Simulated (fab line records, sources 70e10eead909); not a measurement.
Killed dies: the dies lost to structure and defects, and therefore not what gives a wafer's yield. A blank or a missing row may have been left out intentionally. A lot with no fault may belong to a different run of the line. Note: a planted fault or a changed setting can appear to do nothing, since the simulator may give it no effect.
Which tool is to blame? + flow nand harc + Sampling: 13 lots, 39 wafers, 4 of 1302 route steps

## WHAT THE GAUGES SHOWED, per wafer
NHARC_END_SORT_01. Usual: killed at array 56, standard deviation 18; killed at other 1.4, standard deviation 1.5; killed at periphery 4, standard deviation 3.1; killed dies 61, standard deviation 19; killed open 3.5, standard deviation 1.8; killed short 2.4, standard deviation 1.4.
| lot  | measured     | on        | killed at array | killed at other | killed at periphery | killed dies | killed open | killed short | flag |
|------|--------------|-----------|-----------------|-----------------|---------------------|-------------|-------------|--------------|------|
| L943 | day 30 13:32 | prober-01 | 75 131 80       | 0 0 0           | 5 3 3               | 80 134 83   | 3 2 3       | 2 5 4        |      |

## WHAT TOOL EACH LOT RAN ON (gives the tool, then ch and the chambers of the sampled wafers, and finally the start)
| lot  | NHARC_A_WL_FILL_STRIP_28            | NHARC_A_BONDPAD_ETCH_24                       | NHARC_THIN_TSV_PRE_CLEAN_50             |
|------|-------------------------------------|-----------------------------------------------|-----------------------------------------|
| L931 | wet bench-02 ch 2,4,6, day 20 06:38 | rie diel-11 ch 1,2,3, no start                | pvd sputter-01, no start                |
| L932 | wet bench-04 ch 2,3,5, day 20 07:03 | rie diel-08 ch 0,3, no start                  | pvd sputter-02, no start                |
| L933 | wet bench-04 ch 0,6,7, day 21 14:04 | rie diel-08 ch 2,3, no start                  | pvd sputter-02, no start                |
| L938 | wet bench-02 ch 1,4,5, day 23 08:03 | rie diel-07 ch 2,3, no start                  | pvd sputter-02, no start                |
| L939 | wet bench-02 ch 0,1,7, day 23 16:26 | rie diel-07 ch 0,1,3, no start                | pvd sputter-02, no start                |
| L943 | wet bench-04 ch 0,4,7, day 25 21:45 | rie diel-11 ch 1,2,3, day 30 13:32 or earlier | pvd sputter-03, day 30 13:32 or earlier |
| L945 | wet bench-02 ch 3,5,6, day 26 16:54 | rie diel-08 ch 0,1,3, no start                | pvd sputter-01, no start                |
| L946 | wet bench-02 ch 0,6,7, day 27 06:31 | rie diel-08 ch 0,1,2, no start                | pvd sputter-03, no start                |
| L949 | wet bench-09 ch 0,5,7, day 27 21:57 | rie diel-08 ch 0,2,3, no start                | pvd sputter-01, no start                |
| L950 | wet bench-04 ch 1,2,4, day 29 00:08 | rie diel-08 ch 0,1, no start                  | pvd sputter-03, no start                |
| L952 | wet bench-09 ch 2,5,7, day 29 04:41 | rie diel-07 ch 0,1,2, no start                | pvd sputter-02, no start                |
| L953 | wet bench-04 ch 2,3,7, day 29 17:56 | rie diel-07 ch 0,3, no start                  | pvd sputter-01, no start                |
| L954 | wet bench-02 ch 2,3,4, day 29 23:42 | rie diel-11 ch 1,2, no start                  | pvd sputter-03, no start                |
- NHARC_A_WL_FILL_STRIP_28: strips in post etch residue remover, time 1200 s.
- NHARC_A_BONDPAD_ETCH_24: etches the open film in CF4/N2, target depth 30 nm, time 72.99 s.
- NHARC_THIN_TSV_PRE_CLEAN_50: time 30 s.

## AS READ BY THE TOOLS THEMSELVES (means over the sampled wafers that have a number; for cases with no such wafer, the mark the record gives instead)
NHARC_A_BONDPAD_ETCH_24. Usual: value, then standard deviation, for each; chamber pressure mTorr 29.996 mTorr / 0.026; drypump motor current A 5.7 A / 0.46; oes product au 1.001 a.u. / 0.0096; rf fwd power W 297.8 W / 1.1; rf vpp V 314.3 V / 2.3; showerhead plenum p Torr 2.63 Torr / 0.13; throttle valve pct 19.793 % / 0.0079.
| lot  | tool        | chamber pressure mTorr (mTorr) | drypump motor current A (A) | oes product au (a.u.) | rf fwd power W (W) | rf vpp V (V) | showerhead plenum p Torr (Torr) | throttle valve pct (%) | flag |
|------|-------------|--------------------------------|-----------------------------|-----------------------|--------------------|--------------|---------------------------------|------------------------|------|
| L931 | rie diel-11 | 29.997                         | 5.6                         | 0.990                 | 298.1              | 313.5        | 2.61                            | 19.793                 |      |
| L932 | rie diel-08 | 30.016                         | 5.2                         | 0.996                 | 298.4              | 318.0        | 2.79                            | 19.795                 |      |
| L933 | rie diel-08 | 30.003                         | 5.9                         | 0.997                 | 297.4              | 314.4        | 2.60                            | 19.789                 |      |
| L938 | rie diel-07 | 30.002                         | 5.6                         | 1.015                 | 297.9              | 311.9        | 2.51                            | 19.789                 |      |
| L939 | rie diel-07 | 29.977                         | 5.6                         | 1.007                 | 297.2              | 313.1        | 2.57                            | 19.795                 |      |
| L943 | rie diel-11 | 29.982                         | 5.6                         | 0.996                 | 296.5              | 312.4        | 2.58                            | 19.799                 |      |
| L945 | rie diel-08 | 29.995                         | 5.7                         | 1.002                 | 298.2              | 315.8        | 2.73                            | 19.795                 |      |
| L946 | rie diel-08 | 29.991                         | 5.7                         | 0.988                 | 297.1              | 314.8        | 2.67                            | 19.795                 |      |
| L949 | rie diel-08 | 29.971                         | 5.5                         | 1.002                 | 298.0              | 315.3        | 2.70                            | 19.791                 |      |
| L950 | rie diel-08 | 29.981                         | 5.8                         | 1.000                 | 297.8              | 315.6        | 2.71                            | 19.794                 |      |
| L952 | rie diel-07 | 29.972                         | 5.7                         | 0.997                 | 297.5              | 313.3        | 2.57                            | 19.802                 |      |
| L953 | rie diel-07 | 29.981                         | 5.7                         | 0.997                 | 298.6              | 311.3        | 2.46                            | 19.799                 |      |
| L954 | rie diel-11 | 30.008                         | 5.9                         | 0.991                 | 297.2              | 313.1        | 2.59                            | 19.795                 |      |

NHARC_THIN_TSV_PRE_CLEAN_50. Usual: 407 W for heater power w, sd 56.
| lot  | tool           | heater power w (W) | flag |
|------|----------------|--------------------|------|
| L931 | pvd sputter-01 | 422                |      |
| L932 | pvd sputter-02 | 384                |      |
| L933 | pvd sputter-02 | 394                |      |
| L938 | pvd sputter-02 | 363                |      |
| L939 | pvd sputter-02 | 387                |      |
| L943 | pvd sputter-03 | 430                |      |
| L945 | pvd sputter-01 | 351                |      |
| L946 | pvd sputter-03 | 413                |      |
| L949 | pvd sputter-01 | 398                |      |
| L950 | pvd sputter-03 | 428                |      |
| L952 | pvd sputter-02 | 390                |      |
| L953 | pvd sputter-01 | 357                |      |
| L954 | pvd sputter-03 | 443                |      |

## THE ANSWER, worked out from the rows above alone
Rule: a lot is off if the mean of its wafers that have a number lies more than 3 standard deviations from the usual mean. Also off: a lot with no number at a reading for which 4 or more lots have one. The other lots that the step has rows for count as sound. Order of review: gauges by route order, followed by the tools' own readings, for which a lot's mean as printed above is used. The first step at which some lot is off is used, and at that step the reading that is off furthest; a lot without a number counts as furthest.
Nothing can be told from this: no lot is off at any reading shown.

## WHAT WAS PUT IN BY THE SIMULATOR
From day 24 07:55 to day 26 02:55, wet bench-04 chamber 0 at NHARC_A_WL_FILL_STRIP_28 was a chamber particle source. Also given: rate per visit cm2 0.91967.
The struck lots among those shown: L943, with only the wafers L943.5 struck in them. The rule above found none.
